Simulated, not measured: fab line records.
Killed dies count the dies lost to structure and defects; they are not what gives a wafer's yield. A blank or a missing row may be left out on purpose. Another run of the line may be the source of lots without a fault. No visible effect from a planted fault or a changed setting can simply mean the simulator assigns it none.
Comparing a struck lot with a sound one -- flow n5Finfet -- 14 out of 1938 route steps
Sound: wafers L255.1, L255.3, L255.6. Struck: wafer L263.1 (left out: L263.3, L263.5 of the same lot, which were not struck); the cause appears at the end.
Each step with rows lists, per side, the tool, then ch with its chambers, then its first start. Under that, the readings that differ: sound wafers -- struck wafers -- difference of the means -- sigmas: that difference in standard deviations of wafers without a fault.
alike: same words and numbers on both sides, and readings whose means sit less than 2 such deviations apart. not compared: any withheld reading, any reading some wafer has no value for, any bound like >300 that may hide the same value, and any number with overlapping values for which the record gives no deviation.
A row with sigmas, a row that says differs or no value, or rows on one side alone: a step with any of these is where the two part. Non-overlapping numbers with no deviation appear without sigmas and do not part them. A reading missing from all wafers of one side parts the sides only when that side holds two or more wafers.

first, 1 step without rows for these wafers: N5_BEOL_M6_DEVELOP_27 (develop time 30 s).
N5_BEOL_M6_CD_MEAS_28: the cd target is 40 nm.
  sound on cdSem-02 ch 0, day 11 05:46; struck on cdSem-03 ch 0, day 12 20:12
  alike: cdNm
N5_BEOL_M6_OVL_MEAS_29:
  sound on overlay-02 ch 0, day 11 05:48; struck on overlay-02 ch 0, day 12 20:14
  alike: V5_OVL
N5_BEOL_M6_INSPECT_30: inspects for defects (brightfield).
  sound on defectInspect-02, day 11 05:52; struck on defectInspect-02, day 12 20:17
  alike: rawDefectCount
N5_BEOL_M6_DESCUM_33: chemistry O2, time 7 s.
  sound on rieDiel-03 ch 0,1, day 11 05:53; struck on rieDiel-05 ch 2, day 12 20:25
reading,sound,struck,difference,sigmas
oesProductAu (a.u.),0.70 0.68 0.70,0.87,+0.18,+2
  alike: biasPowerW, drypumpMotorCurrentA, rfVppV, showerheadPlenumPTorr, throttleValvePct
  not compared: rfHoursCounterH
then, 1 step without rows for these wafers: N5_BEOL_M6_ETCH_72 (etches underlayer in N2/H2, target depth 6.5 nm, time 5.2 s).
N5_BEOL_M6_ETCH_65: etches SiARC in CF4, target depth 15.6 nm, time 26 s.
  sound on rieDiel-03 ch 0,1, day 11 05:56; struck on rieDiel-05 ch 2, day 12 20:28
reading,sound,struck,difference,sigmas
oesProductAu (a.u.),0.60 0.59 0.59,0.77,+0.18,+2
  alike: drypumpMotorCurrentA, etchRfOnTimeS, rfVppV, showerheadPlenumPTorr, throttleValvePct
  not compared: rfHoursCounterH
N5_BEOL_M6_ETCH_66: etches SOC in N2/H2, target depth 80 nm, overetch 16 nm, time 120 s.
  sound on rieDiel-03 ch 0,1, day 11 05:58; struck on rieDiel-05 ch 2, day 12 20:29
reading,sound,struck,difference,sigmas
oesProductAu (a.u.),0.53 0.53 0.52,0.66,+0.13,+2
  alike: drypumpMotorCurrentA, rfVppV, showerheadPlenumPTorr, throttleValvePct
  not compared: rfHoursCounterH
then, 2 steps without rows for these wafers: N5_BEOL_M6_STRIP_69 (strips in N2/H2); N5_BEOL_M6_STRIP_73 (strips in N2/H2).
N5_BEOL_M6_VIA_ETCH_34: etches SiCOH lowk in C4F6/O2, target depth 126.3 nm, time 50.9 s.
  sound on rieDiel-03 ch 0,1, day 11 06:04; struck on rieDiel-05 ch 2, day 12 20:35
reading,sound,struck,difference,sigmas
oesProductAu (a.u.),0.70 0.70 0.69,0.90,+0.20,+2
  alike: drypumpMotorCurrentA, rfVppV, showerheadPlenumPTorr, throttleValvePct
  not compared: rfHoursCounterH
then, 1 step without rows for these wafers: N5_BEOL_M6_STRIP_76 (strips in C4F6/O2).
N5_BEOL_M6_STRIP_36: strips in N2/H2.
  sound on rieDiel-03 ch 0,1, day 11 06:07; struck on rieDiel-05 ch 2, day 12 20:38
reading,sound,struck,difference,sigmas
h2FlowSccm (sccm),200.1 200.0 200.8,179.7,-20.6,-32
oesProductAu (a.u.),0.68 0.68 0.70,0.88,+0.19,+2
  alike: biasPowerW, drypumpMotorCurrentA, rfVppV, showerheadPlenumPTorr, throttleValvePct
  not compared: rfHoursCounterH
N5_BEOL_M6_TRENCH_ETCH_37: etches SiCOH lowk in C4F6/O2, target depth 94.435 nm, time 31.5 s.
  sound: rieDiel-03 ch 0,1; struck: rieDiel-05 ch 2
reading,sound,struck,difference,sigmas
oesProductAu (a.u.),0.70 0.69 0.70,0.88,+0.18,+2
  alike: drypumpMotorCurrentA, rfVppV, showerheadPlenumPTorr, throttleValvePct
  not compared: rfHoursCounterH

## WHERE THEY PART
Earliest at N5_BEOL_M6_DESCUM_33; latest, in this record, at N5_BEOL_M6_TRENCH_ETCH_37.

WHY: whatever the simulator had introduced
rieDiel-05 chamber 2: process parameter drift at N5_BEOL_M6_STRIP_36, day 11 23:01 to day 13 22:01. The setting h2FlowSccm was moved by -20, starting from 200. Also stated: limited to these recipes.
